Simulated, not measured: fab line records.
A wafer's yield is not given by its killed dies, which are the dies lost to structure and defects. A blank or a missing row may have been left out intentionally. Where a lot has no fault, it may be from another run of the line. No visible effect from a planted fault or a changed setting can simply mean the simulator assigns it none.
Struck lot and sound lot, side by side :: flow n5_finfet :: 38 steps out of a route of 1938
Sound: these wafers, L755.2, L755.5, L755.6. Struck: wafer L762.1. (L762.5 of the same lot was not struck and is left out.) The cause comes at the end.
At each step with rows: each side's tool, then ch and its chambers, then its first start. Under that, the readings that differ: sound wafers :: struck wafers :: difference of the means :: sigmas: that difference in standard deviations of wafers without a fault.
alike: words and numbers the same on both sides, and readings whose means are apart by under 2 such deviations; not compared: readings that were withheld, readings missing a value for some wafer, numbers with overlapping values and no deviation given by the record, and bounds like >300 which may hide the same value.
A row with sigmas, a row that says differs or no value, or rows on one side alone: a step with any of these is where the two part. Numbers that have no deviation but don't overlap get no sigmas and don't part them. Lack of a reading on every wafer of one side parts them only where that side has two or more wafers.

first, 9 steps without rows for these wafers: N5_BEOL_M9_DESCUM_33 (chemistry O2, time 7 s); N5_BEOL_M9_ETCH_76 (etches underlayer in N2/H2, target depth 6.5 nm, time 5.2 s); N5_BEOL_M9_ETCH_65 (etches SiARC in CF4, target depth 15.6 nm, time 26 s); N5_BEOL_M9_ETCH_66 (etches SOC in N2/H2, target depth 80 nm, overetch 16 nm, time 120 s); N5_BEOL_M9_STRIP_69 (strips in N2/H2); N5_BEOL_M9_STRIP_77 (strips in N2/H2); N5_BEOL_M9_VIA_ETCH_34 (etches SiCOH lowk in C4F6/O2, target depth 182.4 nm, time 68.4 s); N5_BEOL_M9_STRIP_73 (strips in C4F6/O2); N5_BEOL_M9_STRIP_36 (strips in N2/H2).
N5_BEOL_M9_TRENCH_ETCH_37: etches SiCOH lowk in C4F6/O2, target depth 151.43 nm, time 49 s.
  sound on rie_diel-04 ch 2,3, day 11 05:42; struck on rie_diel-04 ch 1, day 13 02:43
reading: model.etch.depth_nm (nm)
sound: 148.1 147 147.7
struck: 123.4
difference: -24.2
sigmas: 

reading: model.BEOL_M9.feature_depth_nm (nm)
sound: 148.2 147 147.6
struck: 123.4
difference: -24.2
sigmas: 

reading: model.TiN_of_BEOL_M9_HM_DEP_02.thk_nm (nm)
sound: 16.2 16 16
struck: 16.6
difference: +0.5
sigmas: 
  alike: C4F6_flow_sccm, O2_flow_sccm, drypump_motor_current_A, oes_product_au, rf_fwd_power_W, rf_vpp_V, showerhead_plenum_p_Torr, throttle_valve_pct
  not compared: rf_hours_counter_h
then, 2 steps without rows for these wafers: N5_BEOL_M9_ETCH_41 (etches SiCN in CH3F/O2, target depth 36.6 nm, time 70.1 s); N5_BEOL_M9_STRIP_80 (strips in N2/H2, time 10 s).
N5_BEOL_M9_OCD_MEAS_38:
  sound: ocd-01 at day 11 05:52; struck: ocd-02 at day 13 02:53
reading: trench_depth_nm (nm)
sound: 148 147 147
struck: 123
difference: -24
sigmas: -8
then, 13 steps without rows for these wafers: N5_BEOL_M9_HM_STRIP_39 (strips TiN in peroxide tin strip, target depth 25 nm, time 158 s); N5_BEOL_M9_SRD_40 (time 30 s); N5_BEOL_M9_PRECLEAN_42 (cleans in residue remover, time 60 s); N5_BEOL_M9_SRD_43 (time 30 s); N5_BEOL_M9_CURE_72 (cures SiCOH lowk, time 120 s); N5_BEOL_M9_DEGAS_44 (time 60 s); N5_BEOL_M9_PRE_CLEAN_45 (time 30 s); N5_BEOL_M9_ALD_74 (deposits TaN, target thk 2 nm, pulse time 2 s, purge time 3 s); N5_BEOL_M9_SURFACE_TREAT_79; N5_BEOL_M9_CVD_78 (deposits Co from CCTBA/H2, target thk 2 nm, time 138.9 s); N5_BEOL_M9_SPUTTER_48 (material Cu, target thk 12 nm, time 2 s); N5_BEOL_M9_ECD_50 (material Cu, target thk 318 nm); N5_BEOL_M9_ANNEAL_51 (time 90 s).
N5_BEOL_M9_CMP_52: polishes, stops on SiCOH lowk, t overpolish 7 s, target thk 140 nm.
  sound on cmp-02 ch 0,1, day 11 07:58; struck on cmp-01 ch 0, day 13 05:10
reading: model.Cu_of_BEOL_M9_ECD_50.thk_nm (nm)
sound: 135 132 135.6
struck: 111.4
difference: -22.8
sigmas: 
  alike: motor_current_A, platen_rpm, slurry_flow_ml_min
N5_BEOL_M9_THK_MEAS_53: measures by xrf.
  sound: film_metro-02 at day 11 08:13; struck: film_metro-02 at day 13 05:20
reading: M9_THK (nm)
sound: 137 134 138
struck: 112
difference: -24
sigmas: -7
then, 2 steps without rows for these wafers: N5_BEOL_M9_PRE_CLEAN_55 (time 15 s); N5_BEOL_M9_DEP_56 (deposits SiCN from 3MS/NH3, target thk 15 nm, time 26.5 s).
N5_BEOL_M9_RS_MEAS_57: measures by four-point-probe.
  sound: film_metro-01 at day 11 08:21; struck: film_metro-01 at day 13 05:29
reading: M9_RS (ohm/sq)
sound: 0.157 0.161 0.156
struck: 0.194
difference: +0.036
sigmas: +9
then, 5 steps without rows for these wafers: N5_BEOL_M10_ILD_DEP_00 (deposits SiCOH lowk from DEMS/porogen, target thk 308.51 nm, time 58 s); N5_BEOL_M10_CURE_71 (cures SiCOH lowk, time 240 s); N5_BEOL_M10_PECVD_70 (deposits SiO2 from TEOS/O2, target thk 20 nm, time 22.7 s); N5_BEOL_M10_HM_DEP_02 (deposits TiN, target thk 20 nm); N5_BEOL_M10_COAT_59 (time 60 s, resist thk 100 nm).
N5_BEOL_M15_RC_MEAS_101:
  sound on prober-01 ch 0, day 13 02:29; struck on prober-01 ch 0, day 14 23:16
reading: COMB_M10 (S/m)
sound: 1.47e-11 1.17e-11 1.25e-11
struck: 1.87e-11
difference: +5.73e-12
sigmas: +2

reading: COMB_M5 (S/m)
sound: 2.5e-11 2.6e-11 3e-11
struck: 4.7e-11
difference: +2.0e-11
sigmas: +3

reading: COMB_M6 (S/m)
sound: 2.2e-11 3e-11 3.9e-11
struck: 1.5e-11
difference: -1.5e-11
sigmas: -3

reading: COMB_M6_max_site (S/m)
sound: 3.3e-11 5e-11 5.8e-11
struck: 2.3e-11
difference: -2.4e-11
sigmas: -3

reading: SERP_M9 (ohm/um)
sound: 3.12 3.24 3.25
struck: 3.91
difference: +0.71
sigmas: +7

reading: SERP_M9_max_site (ohm/um)
sound: 3.34 3.45 3.41
struck: 4.02
difference: +0.62
sigmas: +6
  alike: COMB_M10_max_site, COMB_M11, COMB_M12, COMB_M13, COMB_M14, COMB_M15, COMB_M5_max_site, COMB_M7, COMB_M8, COMB_M8_max_site, SERP_M10, SERP_M11, SERP_M12, SERP_M13, SERP_M14, SERP_M5, SERP_M6, SERP_M6_max_site, SERP_M7, SERP_M8
following that, these wafers have no rows for 1 step: N5_PASSIVATION_PROBE_49.

## WHERE THEY PART
First at N5_BEOL_M9_OCD_MEAS_38; last, within this record, at N5_BEOL_M15_RC_MEAS_101.

WHY: what the simulator had put in
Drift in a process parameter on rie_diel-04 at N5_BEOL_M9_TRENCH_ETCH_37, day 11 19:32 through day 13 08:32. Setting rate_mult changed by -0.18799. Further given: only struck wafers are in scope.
